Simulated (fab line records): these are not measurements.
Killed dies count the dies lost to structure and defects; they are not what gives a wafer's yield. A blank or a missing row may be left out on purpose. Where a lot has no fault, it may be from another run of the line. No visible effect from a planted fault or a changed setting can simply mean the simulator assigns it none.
Split-lot trial	flow n5Finfet	21 wafers read from 7 lots, route of 1938 steps

ON THE SPLIT
At N5_BEOL_M0_SAQP_SPACER1_ALD_98 (deposits SiO2, target thk 12.8 nm, pulse time 1 s, purge time 2 s), the setting aldCycles was moved away from the recipe's 138 on 3 of the 21 wafers read, by -6.5% to +8.0%. This setting was run at the recipe's value on the other wafers.

FROM THE SPLIT TO THE READING: what the file shows between them, 1 step
- N5_BEOL_M0_SAQP_SPACER1_ETCHBACK_99: etches SiO2 in CHF3/O2, target depth 15.4 nm, time 7.7 s

THE READING
SiO2_of_BEOL_M0_SAQP_SPACER1_ALD_98.thkNm (the simulator's own value, which no gauge read), in nm, at N5_BEOL_M0_SAQP_MANDREL1_REMOVE_100 (chemistry HBr/Cl2/O2, target a-Si, stops on SiNx, bt time 10 s). No usual value for it is given in the file. Here, 18 wafers ran the recipe; their average is 7.4 nm with a standard deviation of 0.094 nm.

wafer	tool, chamber at the split	aldCycles as run	against the recipe	SiO2_of_BEOL_M0_SAQP_SPACER1_ALD_98.thkNm, nm	against lot-mates on the recipe
L085.1	aldSin-03, 1,1,2	138	recipe	7.4	-
L085.5	aldSin-03, 1,1,2	138	recipe	7.4	-
L085.6	aldSin-03, 1,1,2	138	recipe	7.4	-
L086.2	aldSin-01, 2,1	138	recipe	7.4	-
L086.3	aldSin-01, 3	138	recipe	7.4	-
L086.6	aldSin-01, 2,1	138	recipe	7.4	-
L087.1	aldSin-03, 1,0	138	recipe	7.4	-
L087.4	aldSin-03, 0	131	-5.1%	6.8	-0.7
L087.5	aldSin-03, 1,0	138	recipe	7.6	-
L089.1	aldSin-01, 0	129	-6.5%	6.8	-0.6
L089.3	aldSin-01, 2	138	recipe	7.4	-
L089.5	aldSin-01, 2	138	recipe	7.4	-
L093.1	aldSin-03, 0	138	recipe	7.6	-
L093.2	aldSin-03, 3	149	+8.0%	8.4	+0.9
L093.4	aldSin-03, 1	138	recipe	7.4	-
L095.1	aldSin-02, 2,0,1	138	recipe	7.4	-
L095.2	aldSin-02, 2,0,1	138	recipe	7.4	-
L095.4	aldSin-02, 2,0,1	138	recipe	7.4	-
L096.1	aldSin-01, 2,3	138	recipe	7.2	-
L096.3	aldSin-01, 2,3	138	recipe	7.2	-
L096.4	aldSin-01, 0	138	recipe	7.4	-
When a row names more than one chamber, that row covers several wafers, and the file does not tell which wafer ran in which chamber.

THE FIT
A straight line over all 21 wafers: SiO2_of_BEOL_M0_SAQP_SPACER1_ALD_98.thkNm changes by +0.114 nm for each +1% of aldCycles; r = +0.95; the points scatter about the line by 0.099 nm.
The same after taking each lot's own level away (the mean of its wafers on the recipe; 21 wafers): +0.111 nm for each +1%; r = +0.97; scatter 0.073 nm.
On that fit, the largest move of aldCycles shifts the reading by 0.89 nm.
Measured against the standard deviation above, the lots' own levels, which go from 7.27 to 7.50 nm, span 2.5 times it.
Hence the lot-to-lot level has little effect on the slope; both slopes agree.
Check: with one of the wafers moved furthest among these (+8.0%) left out of the fit, the line predicts +0.867 nm for it against its lot-mates. It came out at +0.9 nm against them.

OTHER SPLITS ON THESE WAFERS
Other splits were also applied to these wafers ahead of the reading. Each is held against what the fit with the lots' levels taken away leaves over:
other split on the same wafers	wafers away from the commonest value	r with SiO2_of_BEOL_M0_SAQP_SPACER1_ALD_98.thkNm (lot level and that fit taken away)
N5_MOL_CONTACT_COAG_EXPOSE_37 doseMj	10	+0.22
N5_MOL_CONTACT_COAG_ALD_133 aldCycles	4	-0.27

THE WHOLE CHAIN: every reading that the file lists as answering this split, in the file's order
step	what it does	reading	change (the file's fit)	r (the file's)
N5_BEOL_M0_SAQP_SPACER1_ALD_98	deposits SiO2, target thk 12.8 nm, pulse time 1 s, purge time 2 s	SiO2_of_BEOL_M0_SAQP_SPACER1_ALD_98.thkNm (the simulator's own value, which no gauge read)	+0.117 nm for each +1% of the setting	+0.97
N5_BEOL_M0_SAQP_MANDREL1_REMOVE_100	chemistry HBr/Cl2/O2, target a-Si, stops on SiNx, bt time 10 s	BEOL_M0_SAQP.cdNm (the simulator's own value, which no gauge read)	+0.12 nm for each +1% of the setting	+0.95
N5_BEOL_M0_SAQP_MANDREL1_REMOVE_100	chemistry HBr/Cl2/O2, target a-Si, stops on SiNx, bt time 10 s	SiO2_of_BEOL_M0_SAQP_SPACER1_ALD_98.thkNm (the simulator's own value, which no gauge read)	+0.111 nm for each +1% of the setting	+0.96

THE FILE'S OWN FIT
SiO2_of_BEOL_M0_SAQP_SPACER1_ALD_98.thkNm changes by +0.111 nm for each +1% of aldCycles, r = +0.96.
